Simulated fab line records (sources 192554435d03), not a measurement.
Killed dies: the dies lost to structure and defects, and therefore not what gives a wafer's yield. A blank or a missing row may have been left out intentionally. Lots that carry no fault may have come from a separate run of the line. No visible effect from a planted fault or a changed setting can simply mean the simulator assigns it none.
fab line records    flow n5_finfet
record: lots: 12  wafers: 32  last_day: 18
route steps=1938 shown MIM_TOP_LITHO@1850 MIM_BOT_LITHO@1863 TV_LITHO@1879 PASSIVATION@1936
lots that met no fault: taken from a fault-free run of the same line
start_h: hours from the record's first day to the start of the lot's first wafer shown    wait_h: hours elapsed since this lot's preceding step    " repeats the value in the row above    L1.1+2: one row covering several wafers at once    - either no value or no given start    * or withheld: withheld    < > ~ a bound
route shown NAME@n: names a module that has steps shown in the file, with the first one's number in the route    usual: mean and standard deviation over wafers with no fault    same: alike in all rows    chamber/n: place in a boat    sites: readings site by site    _std_site: their standard deviation    _edge_site: inner sites' mean taken away from outer sites' mean    radius_mm: how far each site lies from the wafer's centre    mask NAME#n: copy n    behind: the last tool/chamber to shape the wafer    hold: why the lot went on hold/how many hours it stayed there/how the hold came to an end    device: transistor that didn't switch, given as n, p or np    end of line: tests run on the same wafers once the route is complete    a step without rows: its recipe alone    killed: dies lost to structure and defects at the first sort, not the wafer's yield    map: per-die view of a wafer (x killed, . not killed, _ where there is no die)
set.NAME: setting as actually run; set.NAME@STEP: the setting as run at that earlier step    model.NAME: the simulator's own value behind a step, which no gauge read
one table for each step of the route and one row for each wafer, over a sample of lots
services: from which hour (start_h, from the record's first day; less than 0 if before it) a tool's chamber was out of use, for how many hours, and why
== steps ==
step: N5_MIM_TOP_LITHO_DESCUM_10
recipe: chemistry: O2  time_s: 7.9  source_power_w: 50  bias_power_w: 20  pressure_mtorr: 20  rf_frequency_hz: 2.712e+07  temp_c: 40  o2_flow_sccm: 225
usual: drypump_motor_current_A: 5.7/0.41  o2_flow_sccm: 224.9/0.65  oes_product_au: 0.81/0.098  rf_vpp_V: 243.3/1.4  showerhead_plenum_p_Torr: 2.11/0.062  throttle_valve_pct: 20.40/0.24
lot.wafer  tool         chamber  start_h  wait_h  drypump_motor_current_A  o2_flow_sccm  oes_product_au  rf_hours_counter_h  rf_vpp_V  showerhead_plenum_p_Torr  throttle_valve_pct
L580.1     rie_diel-03  0        262.55   0.0     5.4                      225.0         0.93            15                  245.3     2.22                      20.16
L580.2     "            3        "        "       6.0                      223.7         0.82            104                 244.2     2.14                      20.46
L580.3     "            2        "        "       5.6                      226.0         0.73            169                 242.3     2.11                      20.74
L581.1     rie_diel-03  1        276.05   0.0     6.2                      224.6         0.90            26                  242.6     2.04                      19.84
L581.4     "            0        "        "       5.4                      225.3         0.91            21                  246.3     2.21                      20.17
L583.2     rie_diel-03  3        283.19   0.1     6.0                      226.0         0.80            110                 242.3     2.14                      20.46
L583.4     "            2        "        "       5.6                      224.9         0.71            -                   243.2     2.11                      20.77
L583.6     "            1        "        "       6.2                      225.5         0.89            -                   243.0     2.04                      19.85
L584.1     rie_diel-01  2        288.32   0.1     5.1                      225.7         0.83            84                  241.8     2.04                      20.37
L584.3     "            0        "        "       5.8                      225.0         0.69            216                 244.7     2.15                      20.47
L584.4     "            1        "        "       6.1                      225.4         0.71            224                 243.7     2.07                      20.54
L585.2     rie_diel-02  3        313.50   0.0     6.4                      226.9         0.76            128                 243.5     2.09                      20.23
L585.3     "            0        "        "       5.0                      224.9         0.92            8                   244.3     2.22                      20.18
L585.6     "            3        "        "       6.4                      225.9         0.76            -                   243.6     2.09                      20.24
L587.4     rie_diel-01  1        314.79   0.1     6.1                      224.7         0.71            -                   241.6     2.07                      20.54
L587.5     "            0        "        "       5.8                      225.4         0.67            -                   242.8     2.15                      20.48
L589.4     rie_diel-01  2        322.96   0.1     5.1                      223.7         0.80            -                   242.9     2.04                      20.40
L589.6     "            1        "        "       6.1                      225.5         0.70            -                   242.5     2.07                      20.57
L592.1     rie_diel-02  3        338.29   0.0     6.4                      224.1         0.75            138                 242.0     2.09                      20.25
L592.5     "            2        "        "       5.2                      225.4         0.79            -                   245.1     2.20                      20.51
L595.1     rie_diel-01  0        360.64   0.0     5.8                      224.2         0.67            244                 243.8     2.14                      20.50
L595.2     "            2        "        "       5.1                      225.1         0.79            115                 242.5     2.03                      20.41
L595.6     "            0        "        "       5.8                      224.9         0.67            -                   243.5     2.14                      20.52
L599.2     rie_diel-02  2        382.34   0.1     5.3                      224.6         0.78            92                  245.0     2.20                      20.56
L599.4     "            1        "        "       5.9                      224.3         0.83            65                  243.6     2.18                      20.13
L599.5     "            3        "        "       6.4                      224.5         0.73            -                   241.8     2.08                      20.25
L603.4     rie_diel-01  3        406.96   0.0     5.8                      225.8         0.89            31                  244.0     2.14                      20.59
L603.5     "            3        "        "       5.8                      226.0         0.90            -                   244.3     2.14                      20.60
L603.6     "            2        "        "       5.1                      224.8         0.76            -                   242.4     2.02                      20.45
L602.1     rie_diel-01  0        411.78   0.0     5.8                      224.2         0.98            2                   243.6     2.14                      20.18
L602.5     "            2        "        "       5.1                      224.4         0.77            -                   241.7     2.02                      20.46
L602.6     "            1        "        "       6.1                      223.8         0.94            -                   242.7     2.06                      20.17
step: N5_MIM_BOT_LITHO_OVL_MEAS_11
recipe: points_per_wafer: 44
usual: MIM_BOT_OVL: 1/4.3
lot.wafer  tool        chamber  start_h  wait_h  MIM_BOT_OVL[nm]
L580.1     overlay-01  0        263.22   0.0     3
L580.2     "           0        "        "       9
L580.3     "           0        "        "       5
L581.1     overlay-01  0        276.98   0.0     10
L581.4     "           0        "        "       0
L583.2     overlay-02  0        284.04   0.0     -1
L583.4     "           0        "        "       4
L583.6     "           0        "        "       0
L584.1     overlay-02  0        289.12   0.0     1
L584.3     "           0        "        "       2
L584.4     "           0        "        "       8
L585.2     overlay-02  0        314.21   0.0     -1
L585.3     "           0        "        "       4
L585.6     "           0        "        "       3
L587.4     overlay-02  0        315.50   0.0     10
L587.5     "           0        "        "       2
L589.4     overlay-01  0        323.60   0.0     4
L589.6     "           0        "        "       4
L592.1     overlay-02  0        339.24   0.0     -3
L592.5     "           0        "        "       -6
L595.1     overlay-01  0        361.44   0.0     5
L595.2     "           0        "        "       0
L595.6     "           0        "        "       5
L599.2     overlay-02  0        383.05   0.0     3
L599.4     "           0        "        "       -5
L599.5     "           0        "        "       5
L603.4     overlay-01  0        407.76   0.0     3
L603.5     "           0        "        "       0
L603.6     "           0        "        "       -7
L602.1     overlay-01  0        412.50   0.0     -5
L602.5     "           0        "        "       3
L602.6     "           0        "        "       -2
step: N5_MIM_BOT_LITHO_INSPECT_12
recipe: mode: adi  inspect_instrument: macro
usual: raw_defect_count: 2.2/1.7
lot.wafer  tool               chamber  start_h  wait_h  raw_defect_count
L580.1     defect_inspect-02  -        263.25   0.0     3
L580.2     "                  -        "        "       2
L580.3     "                  -        "        "       4
L581.1     defect_inspect-02  -        277.00   0.0     2
L581.4     "                  -        "        "       3
L583.2     defect_inspect-01  -        284.06   0.0     1
L583.4     "                  -        "        "       1
L583.6     "                  -        "        "       0
L584.1     defect_inspect-02  -        289.15   0.0     0
L584.3     "                  -        "        "       1
L584.4     "                  -        "        "       4
L585.2     defect_inspect-02  -        314.24   0.0     3
L585.3     "                  -        "        "       1
L585.6     "                  -        "        "       3
L587.4     defect_inspect-02  -        315.52   0.0     5
L587.5     "                  -        "        "       2
L589.4     defect_inspect-01  -        323.63   0.0     2
L589.6     "                  -        "        "       0
L592.1     defect_inspect-01  -        339.26   0.0     2
L592.5     "                  -        "        "       4
L595.1     defect_inspect-02  -        361.47   0.0     0
L595.2     "                  -        "        "       2
L595.6     "                  -        "        "       2
L599.2     defect_inspect-02  -        383.08   0.0     2
L599.4     "                  -        "        "       2
L599.5     "                  -        "        "       3
L603.4     defect_inspect-02  -        407.78   0.0     1
L603.5     "                  -        "        "       2
L603.6     "                  -        "        "       3
L602.1     defect_inspect-01  -        412.53   0.0     0
L602.5     "                  -        "        "       1
L602.6     "                  -        "        "       2
step: N5_PASSIVATION_EXPOSE_07
recipe: mask_id: TV  na: 0.55  source_shape: conventional  sigma_outer: 0.8  polarization: unpolarized  defocus_nm: 0  target_cd_nm: 3000  dose_mj: 22.75
lot.wafer   tool            chamber  start_h  wait_h  mask
L580.1+2+3  krf_scanner-02  0        265.68   -       TV#0
L581.1+4    krf_scanner-02  0        280.58   -       TV#0
L583.2+4+6  krf_scanner-01  0        285.56   -       TV#0
L584.1+3+4  krf_scanner-02  0        290.68   -       TV#0
L585.2+3+6  krf_scanner-01  0        316.37   -       TV#0
L587.4+5    krf_scanner-02  0        316.92   -       TV#0
L589.4+6    krf_scanner-02  0        325.13   -       TV#0
L592.1+5    krf_scanner-02  0        340.63   -       TV#0
L595.1+2+6  krf_scanner-01  0        366.12   -       TV#0
L599.2+4+5  krf_scanner-01  0        384.56   -       TV#0
L603.4+5+6  krf_scanner-02  0        409.63   -       TV#0
L602.1+5+6  krf_scanner-02  0        414.76   -       TV#0
step: N5_PASSIVATION_CD_MEAS_10
recipe: target_cd_nm: 3000  landing_energy_ev: 500  detector: se_inlens
usual: cd_nm: 2998/3.2
lot.wafer  tool       chamber  start_h  wait_h  cd_nm
L580.1     cd_sem-01  0        265.86   -       2996
L580.2     "          0        "        "       2993
L580.3     "          0        "        "       2996
L581.1     cd_sem-03  0        280.76   -       2996
L581.4     "          0        "        "       2995
L583.2     cd_sem-01  0        285.73   -       2996
L583.4     "          0        "        "       3004
L583.6     "          0        "        "       2995
L584.1     cd_sem-02  0        290.86   -       3000
L584.3     "          0        "        "       3004
L584.4     "          0        "        "       3003
L585.2     cd_sem-03  0        316.54   -       2999
L585.3     "          0        "        "       2998
L585.6     "          0        "        "       2994
L587.4     cd_sem-03  0        317.09   -       2998
L587.5     "          0        "        "       3002
L589.4     cd_sem-01  0        325.30   -       3003
L589.6     "          0        "        "       3001
L592.1     cd_sem-02  0        340.81   -       3001
L592.5     "          0        "        "       2996
L595.1     cd_sem-03  0        366.30   -       2996
L595.2     "          0        "        "       3012
L595.6     "          0        "        "       2998
L599.2     cd_sem-02  0        384.73   -       3017
L599.4     "          0        "        "       2995
L599.5     "          0        "        "       2997
L603.4     cd_sem-02  0        409.79   -       2999
L603.5     "          0        "        "       2994
L603.6     "          0        "        "       2998
L602.1     cd_sem-02  0        414.94   -       2999
L602.5     "          0        "        "       2997
L602.6     "          0        "        "       2998
step: N5_PASSIVATION_PROBE_49
usual: defect_limited_yield: 91.5/1.5  killed_at_M0_to_M3: 33/9.9  killed_at_M4_up: 14/5.2  killed_at_contacts: 11/5.2  killed_at_front_end: 38/10  killed_at_other: 4/3.5  killed_dies: 100/18  killed_open: 66/14  killed_short: 32/6.9  sort_bin_5_function: 5.0/1  sort_bin_6_memory: 3.1/0.69  sort_n_pass: 1080/18  sort_yield_pct: 91.5/1.5
same: gross_dies: 1180  killed_at_back_side: 0  sort_bin_4_leakage[%]: 0  sort_bin_8_speed[%]: 0
lot.wafer  tool       chamber  start_h  wait_h  defect_limited_yield[%]  killed_at_M0_to_M3  killed_at_M4_up  killed_at_contacts  killed_at_front_end  killed_at_other  killed_dies  killed_open  killed_short  sort_bin_5_function[%]  sort_bin_6_memory[%]  sort_n_pass  sort_yield_pct[%]
L587.4     prober-02  -        324.38   0.2     90.8                     30                  13               5                   52                   8                108          67           34            5.3                     2.8                   1072         90.8
L587.5     prober-02  -        324.43   0.2     89.7                     36                  15               6                   52                   12               121          87           22            6.0                     3.6                   1059         89.7
L589.4     prober-02  -        332.19   0.2     92.4                     33                  8                12                  35                   2                90           60           29            4.7                     3.0                   1090         92.4
L592.1     prober-02  -        347.61   0.0     93.1                     25                  10               3                   35                   8                81           40           34            3.6                     2.5                   1099         93.1
L592.5     prober-02  -        347.81   0.2     93.7                     28                  13               7                   25                   1                74           46           27            3.6                     2.5                   1106         93.7
L602.1     prober-01  -        421.61   0.0     92.8                     40                  13               12                  19                   1                85           57           24            4.4                     2.5                   1095         92.8
L602.5     prober-01  -        421.81   0.2     90.2                     39                  11               17                  48                   1                116          85           30            6.4                     3.1                   1064         90.2
L602.6     prober-01  -        421.86   0.3     91.9                     27                  10               15                  42                   2                96           68           27            5.5                     2.5                   1084         91.9
killed by level:class
L587.4 BEOL_M3:geometric_particle:open=10 DUMMY_GATE:geometric_particle:open=9 FIN_SAQP:geometric_particle:short=8 BEOL_M0_SAQP:geometric_particle:short=7 HKMG_FIN:area_etch=7 FIN_SAQP:geometric_particle:open=6 MOL_CONTACT_COAG:geometric_particle:open=5 BEOL_M0_SAQP:geometric_particle:open=5
L587.5 FIN_SAQP:geometric_particle:open=18 BEOL_M3:geometric_particle:open=16 STI_FIN_REVEAL:geometric_particle:open=9 PASSIVATION:area_etch=7 FIN_SAQP:geometric_particle:short=6 BEOL_M0_SAQP:geometric_particle:open=6 BEOL_M1:geometric_particle:open=6 MOL_CONTACT_COAG:geometric_particle:open=5
L589.4 STI_FIN_REVEAL:geometric_particle:open=13 BEOL_M0_SAQP:geometric_particle:short=12 MOL_CONTACT_COAG:geometric_particle:open=11 BEOL_M0_SAQP:geometric_particle:open=9 FIN_SAQP:geometric_particle:short=7 DUMMY_GATE:geometric_particle:open=5 BEOL_M4:geometric_particle:open=4 FIN_SAQP:geometric_particle:open=3
L592.1 FIN_SAQP:geometric_particle:short=8 BEOL_M2:geometric_particle:open=6 HKMG_FIN:area_etch=6 BEOL_M0_SAQP:geometric_particle:open=5 BEOL_M0_SAQP:geometric_particle:short=5 BEOL_M1:geometric_particle:open=5 GATE_CUT:geometric_particle:short=4 PASS1_CAP:geometric_particle:short=4
L592.5 BEOL_M2:geometric_particle:open=9 DUMMY_GATE:geometric_particle:open=7 BEOL_M0_SAQP:geometric_particle:open=6 GATE_CUT:geometric_particle:short=5 MOL_CONTACT_COAG:geometric_particle:open=5 BEOL_M0_SAQP:geometric_particle:short=5 BEOL_M0:geometric_particle:short=3 FIN_SAQP:geometric_particle:open=2
L602.1 MOL_CONTACT_COAG:geometric_particle:open=10 BEOL_M1:geometric_particle:open=10 BEOL_M3:geometric_particle:open=8 BEOL_M3:geometric_particle:short=8 FIN_SAQP:geometric_particle:short=6 BEOL_M0_SAQP:geometric_particle:open=6 FIN_SAQP:geometric_particle:open=5 BEOL_M0_SAQP:geometric_particle:short=4
L602.5 FIN_SAQP:geometric_particle:open=18 STI_FIN_REVEAL:geometric_particle:open=13 MOL_CONTACT_COAG:geometric_particle:open=13 BEOL_M3:geometric_particle:open=8 BEOL_M2:geometric_particle:open=8 BEOL_M0_SAQP:geometric_particle:open=7 BEOL_M0_SAQP:geometric_particle:short=6 FIN_SAQP:geometric_particle:short=4
L602.6 MOL_CONTACT_COAG:geometric_particle:open=12 BEOL_M3:geometric_particle:open=12 DUMMY_GATE:geometric_particle:open=8 FIN_SAQP:geometric_particle:open=7 BEOL_M0_SAQP:geometric_particle:short=7 GATE_CUT:geometric_particle:short=6 FIN_SAQP:geometric_particle:short=5 BEOL_M0_SAQP:geometric_particle:open=5
== services ==
tool            chamber  start_h  hours  kind
krf_scanner-02  -        259.00   3.6    pm
krf_scanner-01  -        264.83   1.3    repair
rie_diel-01     0        265.24   2.7    repair
rie_diel-03     3        269.14   2.9    repair
krf_scanner-01  -        271.11   2.2    repair
rie_diel-03     0        276.55   9.1    repair
krf_scanner-01  -        281.85   1.0    pm
krf_scanner-02  -        286.88   0.5    repair
krf_scanner-02  -        288.27   1.3    pm
rie_diel-03     0        288.37   9.7    repair
rie_diel-02     -        297.79   0.4    repair
rie_diel-01     3        310.63   -      clean
rie_diel-01     3        310.63   -      consumable_replace:focus_ring
rie_diel-01     3        310.63   18.1   scheduled_down
rie_diel-01     3        310.63   18.1   vent_cycle
rie_diel-03     3        317.24   16.4   repair
rie_diel-02     0        318.32   7.6    repair
krf_scanner-02  -        319.81   0.8    pm
krf_scanner-02  -        347.94   1.0    pm
krf_scanner-02  0        349.53   -      calibration
krf_scanner-01  -        371.42   1.3    pm
krf_scanner-01  -        398.72   0.8    pm
krf_scanner-01  -        412.25   4.7    repair
rie_diel-03     0        412.78   1.7    repair
== key ==
first_sign: step: N5_PASSIVATION_CD_MEAS_10  reading: cd_nm  direction: up  sigmas: 5  usual: 2998  struck: 3015
effect none on later readings
met_at N5_PASSIVATION_EXPOSE_07
struck_lots L595,L599
struck_wafers L595.2,L599.2
not_acting_at N5_MIM_TOP_LITHO_DESCUM_10,N5_MIM_BOT_LITHO_OVL_MEAS_11,N5_MIM_BOT_LITHO_INSPECT_12
onset_between 316.37 366.12
fault: kind: process_parameter_drift  tool: krf_scanner-01  chamber: -  onset_h: 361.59  steps: N5_PASSIVATION_EXPOSE_07  channel: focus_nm  offset: 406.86  shape: step  end_h: 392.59  scope: struck_wafers_only
